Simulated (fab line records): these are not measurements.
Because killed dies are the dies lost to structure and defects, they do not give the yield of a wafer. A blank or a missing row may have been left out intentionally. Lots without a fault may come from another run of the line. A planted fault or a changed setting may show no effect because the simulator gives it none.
Split-lot trial -- flow n5-finfet -- route with 1938 steps; 7 lots, 21 wafers read

== ON THE SPLIT ==
At N5_HKMG_FIN_COAT_66 (time 60 s, resist thk 300 nm), the setting spin-rpm was moved away from the recipe's 1500 rpm on 5 of the 21 wafers read, by -9.0% to +8.1%. For the rest of the wafers, this setting stayed at what the recipe calls for.

The reading comes from the split's own step.

== THE READING ==
SOC_of_HKMG_FIN_COAT_66.thk-nm (the simulator's own value, which no gauge read), in nm, at N5_HKMG_FIN_COAT_66 (time 60 s, resist thk 300 nm). The file gives no usual value for it. The 16 wafers here that ran the recipe average 300.0 nm, standard deviation 0.98 nm.

wafer,"tool, chamber at the split","spin-rpm as run, rpm",against the recipe,"SOC_of_HKMG_FIN_COAT_66.thk-nm, nm",against lot-mates on the recipe
L075.2,"litho-track-04, 0",1500,recipe,299.8,-
L075.3,"litho-track-04, 0",1365,-9.0%,314,+14.2
L075.4,"litho-track-04, 0",1365,-9.0%,314.8,+15.0
L078.1,"litho-track-05, 0",1500,recipe,300,-
L078.2,"litho-track-05, 0",1500,recipe,300.2,-
L078.5,"litho-track-05, 0",1500,recipe,299.6,-
L080.2,"litho-track-01, 0",1500,recipe,302,-
L080.4,"litho-track-01, 0",1450,-3.3%,306.2,+4.7
L080.6,"litho-track-01, 0",1500,recipe,301,-
L081.3,"litho-track-04, 0",1500,recipe,301,-
L081.5,"litho-track-04, 0",1583,+5.5%,292.2,-8.1
L081.6,"litho-track-04, 0",1500,recipe,299.6,-
L087.3,"litho-track-05, 0",1500,recipe,299.6,-
L087.4,"litho-track-05, 0",1500,recipe,300.2,-
L087.6,"litho-track-05, 0",1500,recipe,300.2,-
L093.4,"litho-track-01, 0",1621,+8.1%,289.6,-10.8
L093.5,"litho-track-01, 0",1500,recipe,299.8,-
L093.6,"litho-track-01, 0",1500,recipe,301,-
L096.2,"litho-track-01, 0",1500,recipe,298.4,-
L096.4,"litho-track-01, 0",1500,recipe,299,-
L096.5,"litho-track-01, 0",1500,recipe,298,-

THE FIT
A straight line over all 21 wafers: SOC_of_HKMG_FIN_COAT_66.thk-nm changes by -1.51 nm for each +1% of spin-rpm; r = -0.98; the points scatter about the line by 1 nm.
The same after taking each lot's own level away (the mean of its wafers on the recipe; 21 wafers): -1.52 nm for each +1%; r = -0.99; scatter 0.61 nm.
Per that fit: largest spin-rpm move, reading shift of 14 nm.
Measured against the standard deviation above, the lots' own levels, which go from 298.47 to 301.50 nm, span 3.1 times it.
So the lot-to-lot level changes the slope little: the two slopes agree.
Check: for one of the wafers moved furthest among these (-9.0%), held out of the fit, the line's prediction against its lot-mates is +13.7 nm. Against them it came out at +14.2 nm.

== FURTHER SPLITS ON THESE WAFERS ==
Note: prior to the reading, these wafers also went through further splits. Each is held against what the fit with the lots' levels taken away leaves over:
other split on the same wafers,wafers away from the commonest value,r with SOC_of_HKMG_FIN_COAT_66.thk-nm (lot level and that fit taken away)
N5_WELL_APT_COAT_02 spin-rpm,7,-0.09
N5_SD_EPI_N_COAT_32 spin-rpm,6,-0.28
N5_SD_EPI_N_COAT_33 spin-rpm,8,-0.05
N5_SD_EPI_P_ETCH_16 target-depth-a,7,-0.20
N5_SD_EPI_P_EPI_21 temp-c,6,-0.02

== FILE'S OWN FIT ==
SOC_of_HKMG_FIN_COAT_66.thk-nm changes by -1.49 nm for each +1% of spin-rpm, r = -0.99.
